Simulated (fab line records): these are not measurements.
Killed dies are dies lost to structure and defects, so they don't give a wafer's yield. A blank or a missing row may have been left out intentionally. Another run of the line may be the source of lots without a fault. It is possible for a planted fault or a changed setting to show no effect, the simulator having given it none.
Chamber matching + flow n5_finfet + rie_diel-06 running N5_BEOL_M0_STRIP_140: 4 sister chambers
The step strips in CF4. 20 wafers are shown with their chamber, then 10 later ones without.

== WAFERS WITH THEIR CHAMBER ==
| wafer  | chamber | throttle_valve_pct (%) | showerhead_plenum_p_Torr (Torr) | oes_product_au (a.u.) |
|--------|---------|------------------------|---------------------------------|-----------------------|
| L077.2 | 2       | 13.47                  | 1.81                            | 0.79                  |
| L077.5 | 3       | 13.57                  | 1.81                            | 0.82                  |
| L077.6 | 2       | 13.47                  | 1.81                            | 0.79                  |
| L081.2 | 3       | 13.58                  | 1.81                            | 0.82                  |
| L081.5 | 0       | 13.92                  | 1.79                            | 0.71                  |
| L081.6 | 1       | 13.83                  | 1.86                            | 0.70                  |
| L082.1 | 0       | 13.90                  | 1.79                            | 0.70                  |
| L082.2 | 3       | 13.58                  | 1.80                            | 0.82                  |
| L082.3 | 2       | 13.49                  | 1.81                            | 0.77                  |
| L084.3 | 3       | 13.60                  | 1.80                            | 0.81                  |
| L084.4 | 2       | 13.51                  | 1.81                            | 0.77                  |
| L084.6 | 2       | 13.52                  | 1.81                            | 0.78                  |
| L086.2 | 0       | 13.95                  | 1.78                            | 0.69                  |
| L086.3 | 3       | 13.61                  | 1.80                            | 0.80                  |
| L086.5 | 2       | 13.53                  | 1.80                            | 0.76                  |
| L087.3 | 2       | 13.52                  | 1.80                            | 0.77                  |
| L087.4 | 3       | 13.63                  | 1.80                            | 0.80                  |
| L087.5 | 1       | 13.81                  | 1.86                            | 0.69                  |
| L089.1 | 0       | 13.98                  | 1.78                            | 0.69                  |
| L089.5 | 1       | 13.84                  | 1.86                            | 0.68                  |

SIGNATURES, as means of the wafers listed above
| reading                  | chamber 0 | chamber 1 | chamber 2 | chamber 3 | scatter within a chamber |
|--------------------------|-----------|-----------|-----------|-----------|--------------------------|
| throttle_valve_pct       | 13.9375   | 13.8267   | 13.5014   | 13.5950   | 0.0255                   |
| showerhead_plenum_p_Torr | 1.7850    | 1.8600    | 1.8071    | 1.8033    | 0.00485                  |
| oes_product_au           | 0.6975    | 0.6900    | 0.7757    | 0.8117    | 0.0104                   |
Rule: for a wafer and a chamber, the distance is found by dividing, reading by reading, the gap between the wafer's reading and the chamber's mean by the reading's scatter, squaring, summing and taking the root. The wafer belongs to the nearest chamber; if the next one is less than 2 further off, it can't be placed. The scatter: take each reading less its chamber's mean, square it, sum over the shown wafers, divide by the number of wafers less the number of chambers, and take the root.

== WAFERS MISSING THEIR CHAMBER ==
| wafer  | throttle_valve_pct (%) | showerhead_plenum_p_Torr (Torr) | oes_product_au (a.u.) |
|--------|------------------------|---------------------------------|-----------------------|
| L089.6 | 13.53                  | 1.80                            | 0.76                  |
| L091.1 | 13.55                  | 1.80                            | 0.75                  |
| L091.2 | 13.97                  | 1.78                            | 0.68                  |
| L091.6 | 13.97                  | 1.78                            | 0.70                  |
| L092.1 | 13.62                  | 1.80                            | 0.80                  |
| L092.3 | 13.98                  | 1.78                            | 0.68                  |
| L092.4 | 13.54                  | 1.80                            | 0.75                  |
| L096.2 | 13.87                  | 1.85                            | 0.67                  |
| L096.4 | 13.64                  | 1.80                            | 0.78                  |
| L096.5 | 14.01                  | 1.78                            | 0.68                  |

== CHAMBER TAKEN BY EACH ==
| wafer  | from the rows above | in truth |
|--------|---------------------|----------|
| L089.6 | 2                   | 2        |
| L091.1 | 2                   | 2        |
| L091.2 | 0                   | 0        |
| L091.6 | 0                   | 0        |
| L092.1 | 3                   | 3        |
| L092.3 | 0                   | 0        |
| L092.4 | 2                   | 2        |
| L096.2 | 1                   | 1        |
| L096.4 | 3                   | 3        |
| L096.5 | 0                   | 0        |
Placed correctly: 10 of 10. Can't be placed from these rows: 0. 0 placed wrongly.
